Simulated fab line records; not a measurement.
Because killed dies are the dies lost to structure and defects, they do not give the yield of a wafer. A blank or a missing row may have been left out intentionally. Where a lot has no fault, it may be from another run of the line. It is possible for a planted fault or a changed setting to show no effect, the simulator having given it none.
fab line records    flow n5_finfet
record lots=10  wafers=30  last_day=18
route steps=1938 shown GATE_CUT@488 BEOL_M4@1111
lots untouched by any fault: they come from a run of this same line in which no faults occurred
start_h: start of the lot's first displayed wafer, in hours after the record's first day    wait_h: hours elapsed since this lot's preceding step    " the same as in the row above    L1.1+2: one row covering several wafers at once    - no value, or no start given    * or withheld: withheld    < > ~ a bound
route shown NAME@n: NAME is a module with steps in the file, n the number in the route of the first one    usual: the fault-free wafers' mean and standard deviation    same: alike in all rows    chamber/n: place in a boat    sites: per-site readings    _std_site: standard deviation of those values    _edge_site: outer sites' mean less inner sites'    radius_mm: how far each site lies from the wafer's centre    mask NAME#n: copy n    behind: the tool/chamber that last shaped the wafer    hold: the reason the lot was held/the length of the hold in hours/how it ended    device: whichever transistor did not switch (one of n, p or np)    end of line: tests of these same wafers at the route's end    a step without rows: its recipe alone    killed: dies lost to structure and defects at the first sort, not the wafer's yield    map: shows each die of a wafer: x if killed, . if not, _ if none is there
set.NAME: the setting the step ran with; set.NAME@STEP: the setting that earlier step ran with    model.NAME: the simulator's own value behind a step, which no gauge read
a sample of lots followed through the steps of the route, with each step as a table and each wafer as a row
services: when a tool's chamber went out of use (start_h, in hours from the record's first day, below 0 if earlier), for how many hours, and the reason
## steps
# step N5_GATE_CUT_OVL_MEAS_14
# recipe points_per_wafer=522
# usual GATE_CUT_OVL=-0.1/0.63
lot.wafer  tool        chamber  start_h  wait_h  GATE_CUT_OVL[nm]
L766.2     overlay-01  0        87.66    0.0     -1.0
L766.3     "           0        "        "       0.2
L766.6     "           0        "        "       -0.7
L770.1     overlay-02  0        113.19   0.0     -1.5
L770.2     "           0        "        "       0.1
L770.5     "           0        "        "       -0.2
L772.3     overlay-01  0        126.69   0.0     -0.2
L772.4     "           0        "        "       -1.2
L772.6     "           0        "        "       0.5
L775.1     overlay-02  0        144.70   0.0     -1.5
L775.5     "           0        "        "       -0.9
L775.6     "           0        "        "       -0.7
L777.1     overlay-01  0        158.61   0.0     0.5
L777.5     "           0        "        "       0.5
L777.6     "           0        "        "       0.3
L778.2     overlay-02  0        160.60   0.0     -0.3
L778.4     "           0        "        "       -0.4
L778.6     "           0        "        "       -0.9
L779.1     overlay-01  0        168.03   0.0     -0.2
L779.3     "           0        "        "       -0.7
L779.5     "           0        "        "       0.4
L784.1     overlay-02  0        196.54   0.0     -0.7
L784.2     "           0        "        "       -0.7
L784.5     "           0        "        "       0.4
L785.2     overlay-01  0        203.29   0.0     -0.3
L785.3     "           0        "        "       0.5
L785.4     "           0        "        "       0.1
L788.2     overlay-01  0        220.20   0.0     0.4
L788.3     "           0        "        "       0.6
L788.5     "           0        "        "       0.5
# step N5_GATE_CUT_INSPECT_15
# recipe mode=adi  inspect_instrument=brightfield
# usual raw_defect_count=122/36
lot.wafer  tool               chamber  start_h  wait_h  raw_defect_count
L766.2     defect_inspect-02  -        87.71    0.0     93
L766.3     "                  -        "        "       114
L766.6     "                  -        "        "       130
L770.1     defect_inspect-02  -        113.25   0.1     100
L770.2     "                  -        "        "       85
L770.5     "                  -        "        "       105
L772.3     defect_inspect-01  -        126.74   0.0     127
L772.4     "                  -        "        "       151
L772.6     "                  -        "        "       117
L775.1     defect_inspect-02  -        144.76   0.1     188
L775.5     "                  -        "        "       89
L775.6     "                  -        "        "       118
L777.1     defect_inspect-01  -        158.67   0.1     101
L777.5     "                  -        "        "       128
L777.6     "                  -        "        "       113
L778.2     defect_inspect-01  -        160.65   0.0     60
L778.4     "                  -        "        "       156
L778.6     "                  -        "        "       112
L779.1     defect_inspect-01  -        168.09   0.1     131
L779.3     "                  -        "        "       166
L779.5     "                  -        "        "       108
L784.1     defect_inspect-02  -        196.59   0.1     94
L784.2     "                  -        "        "       147
L784.5     "                  -        "        "       98
L785.2     defect_inspect-02  -        203.36   0.1     73
L785.3     "                  -        "        "       50
L785.4     "                  -        "        "       98
L788.2     defect_inspect-01  -        220.26   0.0     193
L788.3     "                  -        "        "       170
L788.5     "                  -        "        "       203
# step N5_GATE_CUT_CUT_ETCH_53
# recipe chemistry=SF6/Cl2  target=W  mask_material=SiO2  target_depth_a=792  pressure_mtorr=8  icp_w=900  bias_w=80  SF6_flow_sccm=40  Cl2_flow_sccm=60  ends=cleared
# usual drypump_motor_current_A=5.6/0.44  etch_rf_on_time_s=26.1/0.36  oes_product_au=0.73/0.09  rf_fwd_power_W=877.7/2.6  throttle_valve_pct=29.04/0.26
lot.wafer  tool          chamber  start_h  wait_h  drypump_motor_current_A  etch_rf_on_time_s  oes_product_au  rf_fwd_power_W  rf_hours_counter_h  throttle_valve_pct
L766.2     rie_metal-03  0        88.14    0.1     5.5                      25.3               0.71            877.9           46                  29.05
L766.3     "             0        "        "       5.5                      25.6               0.70            880.8           -                   29.06
L766.6     "             0        "        "       5.5                      25.2               0.71            878.7           -                   29.04
L770.1     rie_metal-02  0        113.85   0.1     5.2                      26.1               0.81            877.3           10                  28.74
L770.2     "             1        "        "       6.3                      26.4               0.78            873.2           14                  28.74
L770.5     "             0        "        "       5.2                      26.0               0.81            876.9           -                   28.71
L772.3     rie_metal-02  0        127.19   0.1     5.2                      26.1               0.80            876.9           -                   28.72
L772.4     "             1        "        "       6.3                      26.4               0.78            878.7           -                   28.70
L772.6     "             0        "        "       5.1                      26.4               0.80            881.9           -                   28.73
L775.1     rie_metal-02  1        145.29   0.1     6.3                      33.3               0.67            666.1           18                  28.70
L775.5     "             1        "        "       6.3                      33.3               0.67            666.1           -                   28.69
L775.6     "             0        "        "       5.2                      33.0               0.69            664.1           -                   28.70
L777.1     rie_metal-01  1        159.11   0.1     5.7                      26.2               0.63            877.2           79                  29.14
L777.5     "             1        "        "       5.8                      26.0               0.63            880.0           -                   29.14
L777.6     "             0        "        "       5.2                      26.0               0.90            878.0           -                   29.28
L778.2     rie_metal-02  0        161.33   0.1     5.2                      33.1               0.69            659.2           16                  28.73
L778.4     "             1        "        "       6.3                      33.4               0.66            668.1           -                   28.70
L778.6     "             1        "        "       6.3                      33.4               0.66            667.1           -                   28.68
L779.1     rie_metal-02  1        168.63   0.1     6.3                      34.0               0.66            667.5           20                  28.67
L779.3     "             1        "        "       6.3                      33.8               0.66            666.5           -                   28.67
L779.5     "             1        "        "       6.3                      33.8               0.66            660.7           -                   28.67
L784.1     rie_metal-03  0        197.02   0.1     5.5                      25.6               0.68            876.7           55                  29.07
L784.2     "             1        "        "       6.0                      25.8               0.77            874.4           23                  29.39
L784.5     "             1        "        "       6.0                      25.9               0.77            878.7           -                   29.37
L785.2     rie_metal-01  1        203.78   0.1     5.8                      26.5               0.62            875.3           84                  29.14
L785.3     "             1        "        "       5.8                      26.4               0.62            883.3           -                   29.13
L785.4     "             0        "        "       5.2                      26.4               0.85            876.1           -                   29.28
L788.2     rie_metal-01  0        220.68   0.1     5.2                      26.5               0.83            877.7           4                   29.29
L788.3     "             1        "        "       5.7                      26.1               0.62            874.4           -                   29.15
L788.5     "             0        "        "       5.2                      26.5               0.83            873.3           -                   29.28
# step N5_GATE_CUT_STRIP_21
# recipe chemistry=N2/H2  time_s=30  power_w=1000  temp_c=250  pressure_mtorr=withheld  n2_flow_sccm=1750  h2_flow_sccm=3250
# usual drypump_motor_current_A=5.57/0.18  heater_power_w=346/25
lot.wafer  tool             chamber  start_h  wait_h  drypump_motor_current_A  heater_power_w  rf_hours_counter_h
L766.2     plasma_asher-02  0        88.43    0.0     5.39                     347             41
L766.3     "                1        "        "       5.74                     327             -
L766.6     "                1        "        "       5.72                     350             -
L770.1     plasma_asher-02  1        114.14   0.0     5.73                     330             47
L770.2     "                0        "        "       5.36                     331             47
L770.5     "                0        "        "       5.37                     340             -
L772.3     plasma_asher-01  0        127.48   0.1     5.40                     314             -
L772.4     "                1        "        "       5.77                     394             -
L772.6     "                0        "        "       5.39                     317             -
L775.1     plasma_asher-02  1        145.58   0.0     5.75                     328             53
L775.5     "                1        "        "       5.75                     331             -
L775.6     "                0        "        "       5.39                     342             -
L777.1     plasma_asher-02  0        159.40   0.0     5.37                     350             55
L777.5     "                1        "        "       5.74                     340             -
L777.6     "                0        "        "       5.35                     343             -
L778.2     plasma_asher-02  1        161.62   0.0     5.74                     323             56
L778.4     "                1        "        "       5.74                     334             -
L778.6     "                1        "        "       5.73                     331             -
L779.1     plasma_asher-02  1        168.92   0.0     5.72                     337             57
L779.3     "                0        "        "       5.37                     338             -
L779.5     "                1        "        "       5.73                     347             -
L784.1     plasma_asher-02  1        197.31   0.0     5.74                     343             62
L784.2     "                0        "        "       5.37                     349             62
L784.5     "                0        "        "       5.37                     352             -
L785.2     plasma_asher-01  1        204.07   0.0     5.76                     397             116
L785.3     "                0        "        "       5.40                     315             -
L785.4     "                1        "        "       5.73                     396             -
L788.2     plasma_asher-02  0        220.97   0.0     5.39                     333             67
L788.3     "                1        "        "       5.75                     342             -
L788.5     "                1        "        "       5.75                     337             -
# step N5_BEOL_M4_RC_MEAS_101
# usual DIBL_N=36.5/1.4  DIBL_P=36.9/1.7  IOFF_N=0.163/0.023  IOFF_P=0.22/0.032  ION_N=673/9  ION_P=462/7.5  SS_N=71.6/0.54  SS_P=73.4/0.62  VT_N=249.8/2.8  VT_P=-250/3.5
lot.wafer  tool       chamber  start_h  wait_h  DIBL_N[mV/V]  DIBL_P[mV/V]  IOFF_N[nA/um]  IOFF_P[nA/um]  ION_N[uA/um]  ION_P[uA/um]  SS_N[mV/dec]  SS_P[mV/dec]  VT_N[mV]  VT_P[mV]
L766.2     prober-01  0        167.30   0.2     35.0          35.9          0.143          0.21           657           457           71.2          73.6          253.3     -248
L766.3     "          0        "        "       37.3          38.7          0.184          0.26           680           468           71.9          74.2          247.2     -245
L766.6     "          0        "        "       36.1          37.2          0.163          0.23           663           460           72.0          73.8          250.5     -249
L770.1     prober-02  0        210.53   0.0     37.1          37.7          0.158          0.21           673           458           71.7          73.4          250.3     -253
L770.2     "          0        "        "       38.0          39.2          0.177          0.23           682           465           71.6          73.7          247.7     -250
L770.5     "          0        "        "       38.9          40.3          0.197          0.26           686           460           72.0          74.4          247.2     -249
L772.3     prober-01  0        210.98   0.3     36.0          35.8          0.153          0.19           673           455           72.0          73.9          249.3     -253
L772.4     "          0        "        "       37.8          37.9          0.184          0.22           667           450           72.8          73.8          247.4     -251
L772.6     "          0        "        "       37.8          37.7          0.179          0.21           684           457           72.0          73.6          245.8     -253
L775.1     prober-02  0        233.35   0.0     36.8          36.6          0.161          0.23           678           466           71.1          73.2          252.8     -248
L775.5     "          0        "        "       34.4          33.9          0.132          0.19           672           465           70.5          72.3          252.3     -247
L775.6     "          0        "        "       36.3          36.0          0.153          0.23           672           460           71.6          73.4          251.1     -249
L777.1     prober-02  0        245.61   0.0     37.6          38.3          0.190          0.26           675           466           71.9          73.5          247.7     -248
L777.5     "          0        "        "       35.4          34.8          0.134          0.19           655           447           70.7          72.7          255.9     -253
L777.6     "          0        "        "       36.4          36.9          0.165          0.23           686           467           71.2          73.6          248.5     -251
L778.2     prober-02  0        250.79   0.2     37.1          35.0          0.147          0.18           663           447           71.5          73.0          250.5     -255
L778.4     "          0        "        "       38.6          37.5          0.184          0.22           675           455           71.8          74.8          249.4     -252
L778.6     "          0        "        "       38.2          36.8          0.174          0.20           683           454           71.9          73.5          248.8     -253
L779.1     prober-02  0        258.78   0.0     36.8          37.7          0.165          0.23           676           463           71.1          74.2          250.1     -249
L779.3     "          0        "        "       38.4          39.3          0.190          0.27           678           470           71.7          73.5          249.8     -246
L779.5     "          0        "        "       37.9          38.4          0.181          0.25           676           468           71.4          73.5          249.2     -249
L784.1     prober-01  0        277.93   0.0     33.6          35.0          0.123          0.19           658           461           70.9          72.6          255.1     -251
L784.2     "          0        "        "       35.3          36.8          0.146          0.21           678           464           71.4          73.4          253.1     -252
L784.5     "          0        "        "       33.0          34.3          0.114          0.18           657           461           71.1          73.1          255.0     -256
L785.2     prober-02  0        282.28   0.2     37.8          39.6          0.191          0.22           679           457           71.9          74.2          247.5     -252
L785.3     "          0        "        "       35.1          36.1          0.142          0.17           671           448           71.0          73.7          251.1     -258
L785.4     "          0        "        "       34.4          35.9          0.128          0.17           656           454           70.8          73.8          255.7     -254
L788.2     prober-02  0        303.82   0.2     37.3          36.0          0.184          0.25           675           464           71.8          73.7          246.7     -246
L788.3     "          0        "        "       38.3          37.0          0.213          0.29           673           460           71.7          74.9          245.4     -246
L788.5     "          0        "        "       37.7          35.6          0.183          0.25           673           462           72.7          74.1          249.9     -247
## services
tool             chamber  start_h  hours  kind
rie_metal-01     0        133.73   -      clean
rie_metal-01     0        133.73   22.1   scheduled_down
rie_metal-01     0        133.73   22.1   vent_cycle
rie_metal-01     0        170.61   11.9   repair
rie_metal-02     1        187.87   1.7    repair
rie_metal-03     0        215.64   3.2    repair
plasma_asher-01  -        219.00   2.8    pm
## key
first_sign step=N5_GATE_CUT_CUT_ETCH_53  reading=rf_fwd_power_W  direction=down  sigmas=82  usual=*  struck=*
effect step=N5_GATE_CUT_CUT_ETCH_53  reading=etch_rf_on_time_s  direction=up  sigmas=20  usual=*  struck=*
met_at N5_GATE_CUT_CUT_ETCH_53
struck_lots L775,L778,L779
not_acting_at N5_GATE_CUT_OVL_MEAS_14,N5_GATE_CUT_INSPECT_15,N5_GATE_CUT_STRIP_21
onset_between 127.19 145.29
fault kind=process_parameter_drift  tool=rie_metal-02  chamber=-  onset_h=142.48  steps=N5_GATE_CUT_CUT_ETCH_53  channel=icp_w  offset=-216  shape=step  end_h=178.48  acts_in=these_recipes_only  stated=900
